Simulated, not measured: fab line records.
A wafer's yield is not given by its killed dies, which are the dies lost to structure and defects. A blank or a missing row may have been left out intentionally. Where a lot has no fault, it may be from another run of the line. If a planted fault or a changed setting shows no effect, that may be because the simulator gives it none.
Lot-split experiment -- flow n5_finfet -- on a route of 1938 steps: 7 lots, 39 wafers read

== THE SPLIT ==
At N5_SD_EPI_N_EPI_21 (deposits Si:P, time 690 s), the setting temp_c was moved away from the recipe's 680 C on 9 of the 39 wafers read, by -0.7% to +0.5%. The other wafers ran this setting at the recipe's value.

== FROM THE SPLIT TO THE READING: what the file shows between them, 12 steps ==
- N5_SD_EPI_N_PRECLEAN_24: cleans in O3/DIW, time 60 s
- N5_SD_EPI_P_ETCHBACK_46: etches SiNx in CH3F/O2, stops on SiO2, target depth 17.5 nm (also split here: target_depth_a)
- N5_SD_EPI_P_ETCH_47: etches SiOCN in CH3F/O2, target depth 25 nm
- N5_SD_EPI_P_ETCH_16: etches SiO2 in CHF3/O2, target depth 5 nm
- N5_SD_EPI_P_EPI_21: deposits SiGe:B, time 355 s
- N5_SD_EPI_P_HM_STRIP_48: strips SiNx in H3PO4, material SiNx, target depth 3 nm
- N5_SD_EPI_P_SRD_49: time 30 s
- N5_SD_EPI_P_PRECLEAN_24: cleans in O3/DIW, time 45 s
- N5_SD_EPI_P_PRECLEAN_32: cleans in dHF, time 10 s
- N5_SD_EPI_P_PRECLEAN_33: cleans in SC2, time 45 s
- N5_SD_ACTIVATION_RTA_00: time 0 s
- N5_SD_ACTIVATION_LSA_01: time 0.0008 s

== THE READING ==
At N5_SD_ACTIVATION_RS_MEAS_03, a four-point-probe measurement gives RS_SD_N in ohm/sq. A value of 21.8 ohm/sq with a standard deviation of 0.34 ohm/sq is what fault-free wafers of this fab line usually give.

wafer,"tool, chamber at the split","temp_c as run, C",against the recipe,"RS_SD_N, ohm/sq",against lot-mates on the recipe
L076.1,"epi_rpcvd-04, 0",675.4,-0.7%,23.9,+2.1
L076.2,"epi_rpcvd-04, 0",675.4,-0.7%,23.4,+1.6
L076.3,"epi_rpcvd-04, 0",680,recipe,21.7,-
L076.4,"epi_rpcvd-04, 0",680,recipe,22.2,-
L076.5,"epi_rpcvd-04, 0",675.4,-0.7%,23.8,+2.0
L076.6,"epi_rpcvd-04, 0",680,recipe,21.6,-
L079.1,"epi_rpcvd-04, 0",680,recipe,21.8,-
L079.2,"epi_rpcvd-04, 0",680,recipe,21.9,-
L079.3,"epi_rpcvd-04, 0",680,recipe,22.0,-
L079.4,"epi_rpcvd-04, 0",680,recipe,21.9,-
L079.5,"epi_rpcvd-04, 0",680,recipe,22.1,-
L079.6,"epi_rpcvd-04, 0",680,recipe,22.0,-
L082.2,"epi_rpcvd-02, 0",680,recipe,21.9,-
L082.3,"epi_rpcvd-02, 0",680,recipe,21.6,-
L082.6,"epi_rpcvd-02, 0",680,recipe,21.4,-
L084.1,"epi_rpcvd-04, 0",680,recipe,21.4,-
L084.2,"epi_rpcvd-04, 0",680,recipe,21.8,-
L084.3,"epi_rpcvd-04, 0",680,recipe,21.4,-
L084.4,"epi_rpcvd-04, 0",680,recipe,21.8,-
L084.5,"epi_rpcvd-04, 0",680,recipe,21.6,-
L084.6,"epi_rpcvd-04, 0",680,recipe,21.8,-
L093.1,"epi_rpcvd-01, 0",683.6,+0.5%,20.7,-0.9
L093.2,"epi_rpcvd-01, 0",680,recipe,21.8,-
L093.3,"epi_rpcvd-01, 0",683.6,+0.5%,20.6,-1.0
L093.4,"epi_rpcvd-01, 0",680,recipe,21.6,-
L093.5,"epi_rpcvd-01, 0",683.6,+0.5%,20.3,-1.3
L093.6,"epi_rpcvd-01, 0",680,recipe,21.5,-
L094.1,"epi_rpcvd-01, 0",680,recipe,21.6,-
L094.2,"epi_rpcvd-01, 0",680,recipe,21.6,-
L094.3,"epi_rpcvd-01, 0",680,recipe,21.6,-
L094.4,"epi_rpcvd-01, 0",680,recipe,21.8,-
L094.5,"epi_rpcvd-01, 0",680,recipe,21.5,-
L094.6,"epi_rpcvd-01, 0",680,recipe,21.2,-
L096.1,"epi_rpcvd-01, 0",683.5,+0.5%,20.3,-1.3
L096.2,"epi_rpcvd-01, 0",680,recipe,21.6,-
L096.3,"epi_rpcvd-01, 0",680,recipe,21.7,-
L096.4,"epi_rpcvd-01, 0",683.5,+0.5%,20.5,-1.1
L096.5,"epi_rpcvd-01, 0",680,recipe,21.6,-
L096.6,"epi_rpcvd-01, 0",683.5,+0.5%,20.3,-1.3

FIT RESULTS
A straight line over all 39 wafers: RS_SD_N changes by -2.66 ohm/sq for each +1% of temp_c; r = -0.96; the points scatter about the line by 0.23 ohm/sq.
The same after taking each lot's own level away (the mean of its wafers on the recipe; 39 wafers): -2.5 ohm/sq for each +1%; r = -0.97; scatter 0.19 ohm/sq.
According to that fit, moving temp_c by its largest amount changes the reading by 1.7 ohm/sq.
The span of the lots' own levels, 21.55 to 21.95 ohm/sq, comes to 1.2 times the standard deviation stated above.
The two slopes agree, so the slope changes little with the lot-to-lot level.
Check: for one of the wafers moved furthest among these (-0.7%), held out of the fit, the line's prediction against its lot-mates is +1.64 ohm/sq. Against them it came out at +2.07 ohm/sq.

== FURTHER SPLITS ON THESE WAFERS ==
Note: prior to the reading, these wafers also went through further splits. Each is held against what the fit with the lots' levels taken away leaves over:
other split on the same wafers,wafers away from the commonest value,r with RS_SD_N (lot level and that fit taken away)
N5_WELL_APT_EPI_41 time_s,12,-0.09
N5_DUMMY_GATE_ETCH_32 time_s,12,+0.01
N5_SD_EPI_P_ETCHBACK_46 target_depth_a,12,-0.10

== THE WHOLE CHAIN: every reading that the file lists as answering this split, in the file's order ==
step,what it does,reading,change (the file's fit),r (the file's)
N5_SD_EPI_N_EPI_21,"deposits Si:P, time 690 s","Si-P_of_SD_EPI_N_EPI_21.thk_nm (the simulator's own value, which no gauge read)",+6.9 nm for each +1% of the setting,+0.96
N5_SD_EPI_N_PRECLEAN_24,"cleans in O3/DIW, time 60 s","Si-P_of_SD_EPI_N_EPI_21.thk_nm (the simulator's own value, which no gauge read)",+6.95 nm for each +1% of the setting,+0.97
N5_SD_EPI_P_HM_STRIP_48,"strips SiNx in H3PO4, material SiNx, target depth 3 nm","Si-P_of_SD_EPI_N_EPI_21.thk_nm (the simulator's own value, which no gauge read)",+6.79 nm for each +1% of the setting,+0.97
N5_SD_EPI_P_PRECLEAN_24,"cleans in O3/DIW, time 45 s","Si-P_of_SD_EPI_N_EPI_21.thk_nm (the simulator's own value, which no gauge read)",+6.72 nm for each +1% of the setting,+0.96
N5_SD_ACTIVATION_RS_MEAS_03,measures by four-point-probe,RS_SD_N,-2.49 for each +1% of the setting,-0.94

== FILE'S OWN FIT ==
RS_SD_N changes by -2.49 ohm/sq for each +1% of temp_c, r = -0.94.
